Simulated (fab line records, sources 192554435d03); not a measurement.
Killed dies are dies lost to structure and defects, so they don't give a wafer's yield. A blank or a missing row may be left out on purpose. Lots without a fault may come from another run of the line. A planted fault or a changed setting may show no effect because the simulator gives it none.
fab line records | flow n5_finfet
record lots=7 wafers=39
route steps=1938 shown DUMMY_GATE@237 MOL_CONTACT_COAG@613
start_h: hours from the record's first day to the start of the lot's first wafer shown | wait_h: hours since the lot's step before | " the same as in the row above | L1.1+2: a row that stands for several wafers | - no value, or no start given | * or withheld: withheld | < > ~ a bound
route shown NAME@n: a module of which the file shows steps, and the number in the route of the first | usual: mean/standard deviation of fault-free wafers | same: alike in all rows | chamber/n: place in a boat | sites: the reading at each site | _std_site: their standard deviation | _edge_site: outer sites' mean less inner sites' | radius_mm: how far each site lies from the wafer's centre | mask NAME#n: copy n | behind: the tool/chamber that last shaped the wafer | hold: why the lot was held/for how many hours/how that ended | device: the transistor (n, p or np) that didn't switch | end of line: the same wafers' tests at the end of the route | a step without rows: its recipe alone | killed: dies lost to structure and defects at the first sort, not the wafer's yield | map: a wafer's dies, x killed, . not, _ none there
set.NAME: the setting as run; set.NAME@STEP: as run at that earlier step | model.NAME: the simulator's own value behind a step, which no gauge read
lots whose settings were changed on purpose; a table a step, a row a wafer
## steps
# step N5_DUMMY_GATE_ETCH_37
# recipe chemistry=N2/H2 target=SOC target_depth_a=600 overetch_a=300 temp_c=40 ion_energy_ev=200 pressure_mtorr=30 source_w=840 bias_w=150 n2_flow_sccm=200 h2_flow_sccm=200
# usual rf_vpp_V=524.6/2.2
# columns lot.wafer tool chamber start_h wait_h set.source_w rf_vpp_V
L075.1 rie_diel-06 3 51.03 0.0 840 529.8
L075.2 " 0 " " 840 523.8
L075.3 " 2 " " 840 527.4
L075.4 " 1 " " 840 523.2
L075.5 " 0 " " 840 523.8
L075.6 " 3 " " 840 528.9
L077.1 rie_diel-02 0 64.81 0.0 930.1 507.9
L077.2 " 1 " " 840 521.4
L077.3 " 3 " " 930.1 505.4
L077.4 " 2 " " 930.1 507.9
L077.5 " 2 " " 840 525.0
L077.6 " 3 " " 840 521.1
L084.2 rie_diel-06 1 106.49 0.0 840 523.4
L084.3 " 0 " " 840 523.4
L084.4 " 2 " " 840 527.3
L087.1 rie_diel-06 0 127.25 0.0 840 522.3
L087.2 " 3 " " 976.7 501.5
L087.3 " 1 " " 976.7 497.1
L087.4 " 3 " " 840 527.5
L087.5 " 1 " " 840 521.6
L087.6 " 0 " " 976.7 496.5
L089.1 rie_diel-01 1 137.62 0.0 717.1 554.6
L089.2 " 3 " " 840 525.3
L089.3 " 0 " " 840 521.3
L089.4 " 2 " " 840 525.1
L089.5 " 2 " " 717.1 554.6
L089.6 " 1 " " 717.1 553.1
L091.1 rie_diel-06 3 146.87 0.0 840 526.7
L091.2 " 2 " " 840 526.9
L091.3 " 1 " " 840 524.2
L091.4 " 0 " " 840 522.5
L091.5 " 1 " " 840 523.4
L091.6 " 2 " " 840 525.5
L092.1 rie_diel-02 1 157.06 0.0 840 521.6
L092.2 " 2 " " 919 509.5
L092.3 " 3 " " 919 504.9
L092.4 " 0 " " 919 510.3
L092.5 " 3 " " 840 520.1
L092.6 " 2 " " 840 526.0
# step N5_DUMMY_GATE_ETCH_32
# recipe chemistry=CF4 target=SiO2 target_depth_a=35 time_s=3.9 ion_energy_ev=350 pressure_mtorr=10 icp_w=800 bias_w=400 cf4_flow_sccm=80
# columns lot.wafer tool chamber start_h wait_h set.time_s model.etch.depth_nm
L075.1 rie_si-02 0 51.56 0.1 3.9 3.623
L075.2 " 2 " " 3.9 3.48
L075.3 " 1 " " 3.9 3.556
L075.4 " 3 " " 3.9 3.521
L075.5 " 1 " " 3.9 3.546
L075.6 " 2 " " 3.9 3.502
L077.1 rie_si-03 1 65.33 0.1 3.9 3.558
L077.2 " 2 " " 3.226 2.947
L077.3 " 0 " " 3.9 3.71
L077.4 " 3 " " 3.226 2.861
L077.5 " 0 " " 3.9 3.725
L077.6 " 3 " " 3.226 2.874
L084.2 rie_si-02 2 107.02 0.1 3.9 3.518
L084.3 " 1 " " 3.9 3.571
L084.4 " 0 " " 3.9 3.598
L087.1 rie_si-04 2 127.77 0.1 4.293 3.791
L087.2 " 3 " " 3.9 3.362
L087.3 " 1 " " 4.293 3.713
L087.4 " 0 " " 3.9 3.486
L087.5 " 0 " " 4.293 3.841
L087.6 " 1 " " 3.9 3.367
L089.1 rie_si-03 0 138.14 0.1 3.9 3.699
L089.2 " 2 " " 3.9 3.548
L089.3 " 3 " " 3.9 3.464
L089.4 " 1 " " 3.416 3.075
L089.5 " 0 " " 3.416 3.222
L089.6 " 1 " " 3.416 3.074
L091.1 rie_si-03 2 147.40 0.1 3.9 3.48
L091.2 " 0 " " 3.194 2.97
L091.3 " 1 " " 3.9 3.479
L091.4 " 2 " " 3.194 2.86
L091.5 " 0 " " 3.194 3.007
L091.6 " 1 " " 3.9 3.467
L092.1 rie_si-04 0 157.71 0.1 4.563 4.046
L092.2 " 3 " " 3.9 3.369
L092.3 " 2 " " 3.9 3.436
L092.4 " 1 " " 4.563 3.95
L092.5 " 0 " " 4.563 4.079
L092.6 " 1 " " 3.9 3.341
# step N5_MOL_CONTACT_COAG_ETCHBACK_136
# recipe chemistry=CHF3 target=SiO2 target_depth_a=250 time_s=16.7 ion_energy_ev=200 pressure_mtorr=30 source_w=610 bias_w=170 Ar_flow_sccm=200 CHF3_flow_sccm=50
# columns lot.wafer tool chamber start_h wait_h set.target_depth_a model.SOC_of_MOL_CONTACT_COAG_COAT_62.thk_nm
L075.1+5+6 rie_diel-05 3,1,0 105.07 0.0 237.1 57.8
L075.2+3+4 " 1,2,0 " " 250 57.6
L077.1+2+3+4+6 rie_diel-05 1,3,2,0,0 119.75 0.0 250 57.6
L077.5 " 3 " " 250 57.4
L084.2+4 rie_diel-03 0,1 160.23 0.0 250 57.2
L084.3 " 3 " " 250 57
L087.1+4+6 rie_diel-03 0,2,2 180.46 0.0 250 57.4
L087.2+3+5 " 1,3,1 " " 263.6 57.2
L089.1 rie_diel-04 3 190.55 0.0 283 56.8
L089.2+3+6 " 1,2,0 " " 250 57.4
L089.4+5 " 0,1 " " 283 57
L091.1+2 rie_diel-03 0,2 200.74 0.0 235.2 57.6
L091.3+4+5 " 1,3,2 " " 250 57.4
L091.6 " 1 " " 235.2 57.4
L092.1+5 rie_diel-05 1 212.33 0.0 233.6 57.6
L092.2 " 3 " " 233.6 57.8
L092.3+4 " 0 " " 250 57.4
L092.6 " 3 " " 250 57.6
# step N5_MOL_CONTACT_COAG_STRIP_120
# recipe chemistry=CHF3 resist=SiARC rf_frequency_hz=6e+07
# step N5_MOL_CONTACT_COAG_VIA_ETCH_117
# recipe chemistry=C4F6/O2 target_depth_a=400 overetch_a=80 mask_material=SOC target=SiO2 bias_w=455 pressure_mtorr=10 time_s=26 source_w=325 Ar_flow_sccm=300 C4F6_flow_sccm=10 O2_flow_sccm=10 ion_energy_ev=575.3 ends=end_point
# columns lot.wafer tool chamber start_h wait_h set.target_depth_a@MOL_CONTACT_COAG_ETCHBACK_136 model.etch.depth_nm model.MOL_CONTACT_COAG.feature_depth_nm
L075.1 rie_diel-05 3 105.10 0.0 237.1 41.94 42
L075.2 " 1 " " 250 40.37 40.4
L075.3 " 2 " " 250 40.55 40.6
L075.4 " 0 " " 250 40.66 40.6
L075.5 " 1 " " 237.1 41.77 41.8
L075.6 " 0 " " 237.1 42.12 42.2
L077.1 rie_diel-05 1 119.79 0.0 250 40.29 40.2
L077.2 " 3 " " 250 40.49 40.4
L077.3 " 2 " " 250 40.56 40.6
L077.4 " 0 " " 250 40.89 40.8
L077.5 " 3 " " 250 40.34 40.4
L077.6 " 0 " " 250 40.63 40.6
L084.2 rie_diel-03 0 160.26 0.0 250 40.06 40
L084.3 " 3 " " 250 39.02 39
L084.4 " 1 " " 250 39.04 39
L087.1 rie_diel-03 0 180.49 0.0 250 40.27 40.2
L087.2 " 1 " " 263.6 38.13 38.2
L087.3 " 3 " " 263.6 37.9 37.8
L087.4 " 2 " " 250 40.26 40.2
L087.5 " 1 " " 263.6 38.03 38
L087.6 " 2 " " 250 40.23 40.2
L089.1 rie_diel-04 3 190.58 0.0 283 37.25 37.2
L089.2 " 1 " " 250 40.11 40.2
L089.3 " 2 " " 250 40.4 40.4
L089.4 " 0 " " 283 37.86 37.8
L089.5 " 1 " " 283 37.11 37.2
L089.6 " 0 " " 250 40.96 41
L091.1 rie_diel-03 0 200.78 0.0 235.2 41.84 41.8
L091.2 " 2 " " 235.2 41.9 42
L091.3 " 1 " " 250 39.2 39.2
L091.4 " 3 " " 250 39.34 39.4
L091.5 " 2 " " 250 40.59 40.6
L091.6 " 1 " " 235.2 40.82 40.8
L092.1 rie_diel-05 1 212.36 0.0 233.6 42.24 42.2
L092.2 " 3 " " 233.6 42.21 42.2
L092.3 " 0 " " 250 40.75 40.8
L092.4 " 0 " " 250 40.58 40.6
L092.5 " 1 " " 233.6 42.23 42.2
L092.6 " 3 " " 250 40.48 40.4
## key
split step=N5_DUMMY_GATE_ETCH_37 setting=source_w stated=840 by=wafer
response step=N5_DUMMY_GATE_ETCH_37 reading=rf_vpp_V change=-1.69 per=1% r=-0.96
split step=N5_DUMMY_GATE_ETCH_32 setting=time_s stated=3.9 by=wafer
response step=N5_DUMMY_GATE_ETCH_32 reading=model.etch.depth_nm change=+0.0369 per=1% r=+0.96
split step=N5_MOL_CONTACT_COAG_ETCHBACK_136 setting=target_depth_a stated=250 by=wafer
response step=N5_MOL_CONTACT_COAG_ETCHBACK_136 reading=model.SOC_of_MOL_CONTACT_COAG_COAT_62.thk_nm change=-0.0336 per=1% r=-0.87
response step=N5_MOL_CONTACT_COAG_VIA_ETCH_117 reading=model.etch.depth_nm change=-0.264 per=1% r=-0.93
response step=N5_MOL_CONTACT_COAG_VIA_ETCH_117 reading=model.MOL_CONTACT_COAG.feature_depth_nm change=-0.266 per=1% r=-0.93
